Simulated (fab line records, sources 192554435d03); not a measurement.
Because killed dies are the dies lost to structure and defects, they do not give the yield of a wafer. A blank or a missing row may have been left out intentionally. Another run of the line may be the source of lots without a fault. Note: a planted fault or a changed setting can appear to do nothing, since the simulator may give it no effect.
fab line records	flow n5Finfet
[record] lots = 24	wafers = 72	lastDay = 21
route steps=1938 shown BEOL_M1@753
lots that met no fault: taken from a fault-free run of the same line
startH: hours from the record's opening day to when the first of the lot's shown wafers began	waitH: hours since the lot's step before	" same as the row above	L1.1+2: one row covering several wafers at once	- value missing, or start not given	* or withheld: withheld	< > ~ a bound
route shown NAME@n: names a module that has steps shown in the file, with the first one's number in the route	usual: the fault-free wafers' mean and standard deviation	same: alike in all rows	chamber/n: place in a boat	sites: the reading at each site	_std_site: the values' standard deviation	_edge_site: inner sites' mean taken away from outer sites' mean	radiusMm: how far each site lies from the wafer's centre	mask NAME#n: copy n	behind: the last tool/chamber to shape the wafer	hold: why the lot went on hold/how many hours it stayed there/how the hold came to an end	device: the n, p or np transistor that did not switch	end of line: the route-end tests of the same wafers	a step given without rows: its recipe and nothing more	killed: at the first sort, the dies lost to defects and structure; wafer yield is something else	map: a wafer's dies, marking killed ones x, the rest . and places with no die _
set.NAME: the setting as run; set.NAME@STEP: as run at that earlier step	model.NAME: the simulator's own value behind a step, which no gauge read
a sample of lots followed through the steps of the route, with each step as a table and each wafer as a row
services: a tool's chamber out of use, with start hour (startH, from the record's first day; less than 0 if before it), hours out, and reason
[[steps]]
[step N5_BEOL_M1_PECVD_72]
[recipe] material = SiO2	targetThkA = 160	tempC = 400	precursor = TEOS/O2	pressureTorr = 5.5	rfW = 450	teosFlowSccm = 53.8	gas = O2	flowSccm = 3000	timeS = 18
[usual] heaterPowerW = 730/130	showerheadPlenumPTorr = 8.78/0.067	throttleValvePct = 22.6/0.89
lot.wafer	tool	chamber	startH	waitH	heaterPowerW	showerheadPlenumPTorr	throttleValvePct
L074.3	pecvd-03	2	133.57	0.0	694	8.91	21.2
L074.4	"	2	"	"	717	8.91	20.8
L074.5	"	0	"	"	555	8.75	22.8
L076.2	pecvd-02	1	135.95	0.0	799	8.72	23.5
L076.5	"	2	"	"	710	8.82	21.4
L076.6	"	0	"	"	753	8.75	23.0
L077.2	pecvd-03	2	150.38	0.0	804	8.88	20.8
L077.3	"	0	"	"	566	8.76	22.9
L077.6	"	1	"	"	565	8.77	23.7
L075.1	pecvd-02	1	154.13	0.0	820	8.74	23.3
L075.4	"	2	"	"	714	8.81	21.7
L075.5	"	1	"	"	815	8.71	23.1
L078.1	pecvd-04	2	155.72	0.0	914	8.80	22.6
L078.4	"	2	"	"	923	8.80	22.6
L078.6	"	1	"	"	723	8.68	23.7
L079.2	pecvd-04	0	159.96	0.0	952	8.72	22.6
L079.3	"	1	"	"	805	8.65	23.6
L079.4	"	0	"	"	922	8.73	22.4
L080.2	pecvd-02	0	162.71	0.0	726	8.78	23.0
L080.4	"	1	"	"	793	8.73	23.4
L080.5	"	0	"	"	723	8.79	23.1
L081.1	pecvd-03	2	168.75	0.0	815	8.92	21.1
L081.2	"	0	"	"	511	8.75	22.8
L081.6	"	2	"	"	826	8.91	21.1
L082.1	pecvd-02	1	173.07	0.0	823	8.70	23.4
L082.3	"	2	"	"	652	8.83	21.9
L082.6	"	1	"	"	833	8.73	23.4
L083.1	pecvd-03	2	176.62	0.0	814	8.93	21.1
L083.2	"	0	"	"	554	8.75	22.7
L083.5	"	2	"	"	822	8.89	21.0
L084.1	pecvd-03	2	188.63	0.0	739	8.91	21.4
L084.3	"	1	"	"	537	8.75	23.8
L084.5	"	0	"	"	568	8.73	22.7
L085.2	pecvd-04	0	193.58	0.0	1007	8.73	22.5
L085.3	"	2	"	"	952	8.82	22.2
L085.6	"	1	"	"	784	8.67	23.1
L086.3	pecvd-03	0	195.64	0.0	542	8.76	22.8
L086.5	"	0	"	"	566	8.74	22.7
L086.6	"	2	"	"	804	8.89	21.2
L087.1	pecvd-04	0	199.84	0.0	1031	8.73	22.4
L087.2	"	2	"	"	816	8.79	22.2
L087.6	"	1	"	"	786	8.65	23.5
L088.1	pecvd-02	1	204.91	0.0	699	8.74	23.0
L088.5	"	2	"	"	647	8.80	22.0
L088.6	"	0	"	"	781	8.78	22.7
L089.1	pecvd-02	0	218.99	0.0	808	8.81	23.2
L089.2	"	1	"	"	752	8.74	23.3
L089.5	"	2	"	"	620	8.82	22.0
L090.2	pecvd-03	2	223.72	0.0	793	8.92	21.1
L090.3	"	0	"	"	555	8.75	22.7
L090.6	"	0	"	"	540	8.76	22.6
L091.3	pecvd-03	0	228.53	0.0	481	8.79	22.6
L091.4	"	2	"	"	828	8.88	21.3
L091.6	"	0	"	"	487	8.76	23.0
L092.3	pecvd-03	1	232.15	0.0	634	8.75	23.5
L092.5	"	0	"	"	507	8.77	22.5
L092.6	"	1	"	"	649	8.75	23.8
L093.1	pecvd-04	0	236.45	0.0	1010	8.72	22.5
L093.3	"	2	"	"	860	8.80	21.0
L093.6	"	1	"	"	822	8.68	23.6
L094.1	pecvd-04	1	242.76	0.0	805	8.65	23.5
L094.3	"	2	"	"	879	8.79	20.6
L094.4	"	0	"	"	971	8.73	22.6
L095.1	pecvd-02	0	248.05	0.0	721	8.76	22.9
L095.3	"	1	"	"	793	8.73	23.3
L095.6	"	1	"	"	829	8.73	23.2
L096.1	pecvd-03	1	257.81	0.0	584	8.75	23.7
L096.5	"	0	"	"	564	8.76	22.8
L096.6	"	1	"	"	575	8.75	23.7
L097.2	pecvd-03	0	265.24	0.0	552	8.75	22.8
L097.3	"	1	"	"	597	8.76	23.4
L097.6	"	2	"	"	733	8.92	21.1
[step N5_BEOL_M1_OVL_MEAS_12]
[recipe] pointsPerWafer = 522
[usual] M1_OVL = -0.1/0.81
lot.wafer	tool	chamber	startH	waitH	M1_OVL[nm]
L074.3	overlay-02	0	134.28	0.0	-0.6
L074.4	"	0	"	"	0.4
L074.5	"	0	"	"	0.1
L076.2	overlay-02	0	139.46	0.0	-0.1
L076.5	"	0	"	"	-0.8
L076.6	"	0	"	"	0.9
L077.2	overlay-02	0	152.27	0.0	0.7
L077.3	"	0	"	"	0.3
L077.6	"	0	"	"	0.9
L075.1	overlay-01	0	155.17	0.0	-0.4
L075.4	"	0	"	"	-0.9
L075.5	"	0	"	"	-0.9
L078.1	overlay-02	0	159.26	0.0	-0.3
L078.4	"	0	"	"	0.1
L078.6	"	0	"	"	1.5
L079.2	overlay-02	0	160.63	0.0	0.5
L079.3	"	0	"	"	0.7
L079.4	"	0	"	"	-0.3
L080.2	overlay-02	0	164.74	0.0	0.3
L080.4	"	0	"	"	-1.3
L080.5	"	0	"	"	-0.6
L081.1	overlay-01	0	170.01	0.0	-0.6
L081.2	"	0	"	"	-0.1
L081.6	"	0	"	"	0.1
L082.1	overlay-02	0	174.57	0.0	-1.2
L082.3	"	0	"	"	-0.6
L082.6	"	0	"	"	0.3
L083.1	overlay-01	0	179.84	0.0	0.3
L083.2	"	0	"	"	-0.4
L083.5	"	0	"	"	-0.2
L084.1	overlay-02	0	189.80	0.0	-0.7
L084.3	"	0	"	"	-1.0
L084.5	"	0	"	"	-1.0
L085.2	overlay-02	0	195.11	0.0	0.0
L085.3	"	0	"	"	-0.6
L085.6	"	0	"	"	0.3
L086.3	overlay-02	0	196.76	0.0	0.5
L086.5	"	0	"	"	0.4
L086.6	"	0	"	"	-0.1
L087.1	overlay-01	0	202.39	0.0	-0.9
L087.2	"	0	"	"	0.8
L087.6	"	0	"	"	0.3
L088.1	overlay-01	0	206.01	0.0	-0.8
L088.5	"	0	"	"	-0.5
L088.6	"	0	"	"	-0.1
L089.1	overlay-01	0	220.91	0.0	0.7
L089.2	"	0	"	"	1.2
L089.5	"	0	"	"	1.7
L090.2	overlay-02	0	224.73	0.0	0.8
L090.3	"	0	"	"	-0.7
L090.6	"	0	"	"	-0.2
L091.3	overlay-01	0	229.15	0.0	-0.9
L091.4	"	0	"	"	-0.4
L091.6	"	0	"	"	0.6
L092.3	overlay-01	0	233.36	0.0	0.8
L092.5	"	0	"	"	0.1
L092.6	"	0	"	"	0.6
L093.1	overlay-02	0	237.47	0.0	-1.4
L093.3	"	0	"	"	-0.9
L093.6	"	0	"	"	-0.9
L094.1	overlay-02	0	244.05	0.0	-0.4
L094.3	"	0	"	"	-0.3
L094.4	"	0	"	"	0.9
L095.1	overlay-02	0	251.26	0.0	-0.6
L095.3	"	0	"	"	0.1
L095.6	"	0	"	"	1.1
L096.1	overlay-01	0	258.86	0.0	-2.0
L096.5	"	0	"	"	-1.2
L096.6	"	0	"	"	-1.0
L097.2	overlay-02	0	265.83	0.0	1.3
L097.3	"	0	"	"	1.1
L097.6	"	0	"	"	1.1
[step N5_BEOL_M1_DEGAS_44]
[recipe] ambient = vacuum	tempC = 250	timeS = 60
[usual] heaterPowerW = 328/43
lot.wafer	tool	chamber	startH	waitH	heaterPowerW
L074.3	pvdSputter-03	-	139.84	0.0	393
L074.4	"	-	"	"	298
L074.5	"	-	"	"	311
L076.2	pvdSputter-02	-	146.21	0.4	301
L076.5	"	-	"	"	416
L076.6	"	-	"	"	277
L077.2	pvdSputter-03	-	166.01	0.4	338
L077.3	"	-	"	"	310
L077.6	"	-	"	"	304
L078.1	pvdSputter-01	-	166.01	0.3	277
L078.4	"	-	"	"	307
L078.6	"	-	"	"	405
L075.1	pvdSputter-03	-	166.09	0.3	342
L075.4	"	-	"	"	313
L075.5	"	-	"	"	346
L079.2	pvdSputter-03	-	169.65	0.6	339
L079.3	"	-	"	"	302
L079.4	"	-	"	"	318
L080.2	pvdSputter-01	-	171.05	0.5	274
L080.4	"	-	"	"	411
L080.5	"	-	"	"	301
L081.1	pvdSputter-01	-	179.74	0.3	305
L081.2	"	-	"	"	270
L081.6	"	-	"	"	307
L082.1	pvdSputter-03	-	179.75	0.3	306
L082.3	"	-	"	"	399
L082.6	"	-	"	"	306
L083.1	pvdSputter-01	-	183.06	0.3	313
L083.2	"	-	"	"	281
L083.5	"	-	"	"	404
L085.2	pvdSputter-01	-	198.40	0.2	412
L085.3	"	-	"	"	308
L085.6	"	-	"	"	310
L084.1	pvdSputter-01	-	198.48	0.2	307
L084.3	"	-	"	"	281
L084.5	"	-	"	"	413
L086.3	pvdSputter-03	-	207.57	0.7	384
L086.5	"	-	"	"	343
L086.6	"	-	"	"	307
L087.1	pvdSputter-01	-	211.96	0.2	305
L087.2	"	-	"	"	316
L087.6	"	-	"	"	302
L088.1	pvdSputter-01	-	223.52	0.5	306
L088.5	"	-	"	"	310
L088.6	"	-	"	"	282
L089.1	pvdSputter-01	-	223.70	0.2	315
L089.2	"	-	"	"	400
L089.5	"	-	"	"	319
L090.2	pvdSputter-02	-	228.16	0.2	311
L090.3	"	-	"	"	318
L090.6	"	-	"	"	267
L091.3	pvdSputter-01	-	232.85	0.6	322
L091.4	"	-	"	"	283
L091.6	"	-	"	"	301
L092.3	pvdSputter-03	-	237.46	0.6	306
L092.5	"	-	"	"	304
L092.6	"	-	"	"	319
L093.1	pvdSputter-03	-	240.42	0.5	352
L093.3	"	-	"	"	396
L093.6	"	-	"	"	392
L094.1	pvdSputter-03	-	253.31	0.3	342
L094.3	"	-	"	"	309
L094.4	"	-	"	"	306
L095.1	pvdSputter-02	-	259.14	0.0	406
L095.3	"	-	"	"	272
L095.6	"	-	"	"	271
L096.1	pvdSputter-03	-	266.08	0.5	314
L096.5	"	-	"	"	307
L096.6	"	-	"	"	350
L097.2	pvdSputter-01	-	269.70	0.6	304
L097.3	"	-	"	"	313
L097.6	"	-	"	"	407
[step N5_BEOL_M1_PRE_CLEAN_45]
[recipe] gas = H2/He	timeS = 30	tempC = 250
[usual] heaterPowerW = 328/43
lot.wafer	tool	chamber	startH	waitH	heaterPowerW
L074.3	pvdSputter-03	-	139.88	0.0	399
L074.4	"	-	"	"	304
L074.5	"	-	"	"	308
L076.2	pvdSputter-02	-	146.25	0.0	307
L076.5	"	-	"	"	412
L076.6	"	-	"	"	271
L077.2	pvdSputter-03	-	166.05	0.0	352
L077.3	"	-	"	"	308
L077.6	"	-	"	"	301
L078.1	pvdSputter-01	-	166.05	0.0	283
L078.4	"	-	"	"	319
L078.6	"	-	"	"	414
L075.1	pvdSputter-03	-	166.13	0.0	342
L075.4	"	-	"	"	312
L075.5	"	-	"	"	346
L079.2	pvdSputter-03	-	169.69	0.0	346
L079.3	"	-	"	"	305
L079.4	"	-	"	"	311
L080.2	pvdSputter-01	-	171.09	0.0	282
L080.4	"	-	"	"	397
L080.5	"	-	"	"	302
L081.1	pvdSputter-01	-	179.78	0.0	303
L081.2	"	-	"	"	278
L081.6	"	-	"	"	297
L082.1	pvdSputter-03	-	179.79	0.0	303
L082.3	"	-	"	"	393
L082.6	"	-	"	"	313
L083.1	pvdSputter-01	-	183.10	0.0	313
L083.2	"	-	"	"	279
L083.5	"	-	"	"	395
L085.2	pvdSputter-01	-	198.44	0.0	402
L085.3	"	-	"	"	298
L085.6	"	-	"	"	308
L084.1	pvdSputter-01	-	198.52	0.0	300
L084.3	"	-	"	"	276
L084.5	"	-	"	"	412
L086.3	pvdSputter-03	-	207.61	0.0	402
L086.5	"	-	"	"	342
L086.6	"	-	"	"	304
L087.1	pvdSputter-01	-	212.00	0.0	309
L087.2	"	-	"	"	312
L087.6	"	-	"	"	311
L088.1	pvdSputter-01	-	223.56	0.0	303
L088.5	"	-	"	"	309
L088.6	"	-	"	"	271
L089.1	pvdSputter-01	-	223.74	0.0	312
L089.2	"	-	"	"	402
L089.5	"	-	"	"	312
L090.2	pvdSputter-02	-	228.20	0.0	311
L090.3	"	-	"	"	317
L090.6	"	-	"	"	278
L091.3	pvdSputter-01	-	232.89	0.0	317
L091.4	"	-	"	"	275
L091.6	"	-	"	"	306
L092.3	pvdSputter-03	-	237.50	0.0	308
L092.5	"	-	"	"	315
L092.6	"	-	"	"	308
L093.1	pvdSputter-03	-	240.46	0.0	346
L093.3	"	-	"	"	387
L093.6	"	-	"	"	393
L094.1	pvdSputter-03	-	253.35	0.0	353
L094.3	"	-	"	"	320
L094.4	"	-	"	"	309
L095.1	pvdSputter-02	-	259.18	0.0	407
L095.3	"	-	"	"	277
L095.6	"	-	"	"	273
L096.1	pvdSputter-03	-	266.12	0.0	321
L096.5	"	-	"	"	309
L096.6	"	-	"	"	357
L097.2	pvdSputter-01	-	269.74	0.0	310
L097.3	"	-	"	"	314
L097.6	"	-	"	"	413
[step N5_BEOL_M1_ANNEAL_49]
[recipe] tempC = 400	timeS = 240	ambient = vacuum
[usual] heaterPowerW = 813/110
lot.wafer	tool	chamber	startH	waitH	heaterPowerW
L074.3	pvdSputter-01	-	142.09	0.0	989
L074.4	"	-	"	"	763
L074.5	"	-	"	"	1006
L076.2	pvdSputter-02	-	146.95	0.0	664
L076.5	"	-	"	"	678
L076.6	"	-	"	"	780
L077.2	pvdSputter-01	-	166.95	0.0	694
L077.3	"	-	"	"	747
L077.6	"	-	"	"	778
L078.1	pvdSputter-03	-	166.97	0.0	773
L078.4	"	-	"	"	754
L078.6	"	-	"	"	772
L075.1	pvdSputter-02	-	168.67	0.0	995
L075.4	"	-	"	"	689
L075.5	"	-	"	"	681
L079.2	pvdSputter-02	-	170.51	0.0	679
L079.3	"	-	"	"	1031
L079.4	"	-	"	"	767
L080.2	pvdSputter-02	-	172.35	0.0	755
L080.4	"	-	"	"	1023
L080.5	"	-	"	"	789
L081.1	pvdSputter-01	-	180.46	0.0	710
L081.2	"	-	"	"	774
L081.6	"	-	"	"	758
L082.1	pvdSputter-03	-	180.65	0.0	871
L082.3	"	-	"	"	773
L082.6	"	-	"	"	874
L083.1	pvdSputter-03	-	183.85	0.0	747
L083.2	"	-	"	"	801
L083.5	"	-	"	"	850
L085.2	pvdSputter-01	-	199.28	0.0	1032
L085.3	"	-	"	"	757
L085.6	"	-	"	"	758
L084.1	pvdSputter-01	-	201.12	0.0	1016
L084.3	"	-	"	"	773
L084.5	"	-	"	"	792
L086.3	pvdSputter-01	-	208.32	0.0	996
L086.5	"	-	"	"	763
L086.6	"	-	"	"	773
L087.1	pvdSputter-02	-	214.70	0.0	768
L087.2	"	-	"	"	785
L087.6	"	-	"	"	771
L088.1	pvdSputter-01	-	224.26	0.0	764
L088.5	"	-	"	"	773
L088.6	"	-	"	"	766
L089.1	pvdSputter-03	-	224.72	0.0	984
L089.2	"	-	"	"	753
L089.5	"	-	"	"	874
L090.2	pvdSputter-03	-	230.47	0.0	880
L090.3	"	-	"	"	983
L090.6	"	-	"	"	787
L091.3	pvdSputter-01	-	233.98	0.0	708
L091.4	"	-	"	"	760
L091.6	"	-	"	"	763
L092.3	pvdSputter-03	-	238.38	0.0	774
L092.5	"	-	"	"	759
L092.6	"	-	"	"	788
L093.1	pvdSputter-01	-	241.12	0.0	1020
L093.3	"	-	"	"	683
L093.6	"	-	"	"	774
L094.1	pvdSputter-01	-	254.38	0.0	752
L094.3	"	-	"	"	696
L094.4	"	-	"	"	761
L095.1	pvdSputter-01	-	260.23	0.0	746
L095.3	"	-	"	"	780
L095.6	"	-	"	"	995
L096.1	pvdSputter-02	-	267.95	0.0	765
L096.5	"	-	"	"	1010
L096.6	"	-	"	"	685
L097.2	pvdSputter-03	-	270.47	0.0	772
L097.3	"	-	"	"	870
L097.6	"	-	"	"	780
[step N5_BEOL_M1_ANNEAL_95]
[recipe] tempC = 400	timeS = 240	ambient = vacuum
[usual] heaterPowerW = 814/110
lot.wafer	tool	chamber	startH	waitH	heaterPowerW
L074.3	pvdSputter-01	-	143.63	0.0	1020
L074.4	"	-	"	"	774
L074.5	"	-	"	"	1014
L076.2	pvdSputter-02	-	148.49	0.0	665
L076.5	"	-	"	"	689
L076.6	"	-	"	"	784
L077.2	pvdSputter-01	-	168.49	0.0	690
L077.3	"	-	"	"	761
L077.6	"	-	"	"	769
L078.1	pvdSputter-03	-	168.51	0.0	757
L078.4	"	-	"	"	765
L078.6	"	-	"	"	799
L075.1	pvdSputter-02	-	170.21	0.0	1028
L075.4	"	-	"	"	667
L075.5	"	-	"	"	692
L079.2	pvdSputter-02	-	172.05	0.0	697
L079.3	"	-	"	"	1020
L079.4	"	-	"	"	785
L080.2	pvdSputter-02	-	175.30	0.0	774
L080.4	"	-	"	"	1024
L080.5	"	-	"	"	779
L081.1	pvdSputter-01	-	182.00	0.0	675
L081.2	"	-	"	"	801
L081.6	"	-	"	"	775
L082.1	pvdSputter-03	-	182.19	0.0	890
L082.3	"	-	"	"	761
L082.6	"	-	"	"	864
L083.1	pvdSputter-03	-	185.39	0.0	771
L083.2	"	-	"	"	768
L083.5	"	-	"	"	864
L085.2	pvdSputter-01	-	200.82	0.0	1001
L085.3	"	-	"	"	769
L085.6	"	-	"	"	765
L084.1	pvdSputter-01	-	202.66	0.0	1012
L084.3	"	-	"	"	768
L084.5	"	-	"	"	758
L086.3	pvdSputter-01	-	209.86	0.0	1028
L086.5	"	-	"	"	788
L086.6	"	-	"	"	754
L087.1	pvdSputter-02	-	216.26	0.0	744
L087.2	"	-	"	"	791
L087.6	"	-	"	"	773
L088.1	pvdSputter-01	-	225.80	0.0	730
L088.5	"	-	"	"	776
L088.6	"	-	"	"	756
L089.1	pvdSputter-03	-	226.26	0.0	966
L089.2	"	-	"	"	751
L089.5	"	-	"	"	879
L090.2	pvdSputter-03	-	232.01	0.0	850
L090.3	"	-	"	"	979
L090.6	"	-	"	"	791
L091.3	pvdSputter-01	-	235.52	0.0	685
L091.4	"	-	"	"	771
L091.6	"	-	"	"	747
L092.3	pvdSputter-03	-	239.92	0.0	772
L092.5	"	-	"	"	751
L092.6	"	-	"	"	780
L093.1	pvdSputter-01	-	242.66	0.0	1022
L093.3	"	-	"	"	676
L093.6	"	-	"	"	763
L094.1	pvdSputter-01	-	255.92	0.0	759
L094.3	"	-	"	"	717
L094.4	"	-	"	"	790
L095.1	pvdSputter-01	-	261.77	0.0	777
L095.3	"	-	"	"	765
L095.6	"	-	"	"	984
L096.1	pvdSputter-02	-	269.49	0.0	785
L096.5	"	-	"	"	1007
L096.6	"	-	"	"	674
L097.2	pvdSputter-03	-	272.01	0.0	771
L097.3	"	-	"	"	870
L097.6	"	-	"	"	767
[[services]]
tool	chamber	startH	hours	kind
pecvd-03	1	109.81	2.1	scheduledDown
pvdSputter-02	-	113.98	5.4	repair
pvdSputter-03	-	115.44	3.8	repair
pecvd-02	2	132.42	2.1	scheduledDown
pecvd-04	1	149.60	2.1	scheduledDown
pecvd-03	1	159.56	3.4	repair
pecvd-04	2	176.92	5.5	scheduledDown
pvdSputter-03	-	189.21	0.6	repair
pecvd-03	2	200.08	5.5	scheduledDown
pecvd-04	2	202.38	-	clean
pecvd-04	2	202.38	-	consumableReplace:showerhead
pecvd-04	2	202.38	29.0	scheduledDown
pecvd-04	2	202.38	29.0	ventCycle
pecvd-04	-	204.95	2.6	repair
pecvd-03	0	210.57	2.1	scheduledDown
pecvd-03	2	238.65	2.1	scheduledDown
pvdSputter-02	-	256.23	2.3	repair
pecvd-04	-	265.32	2.9	repair
[[key]]
fault none
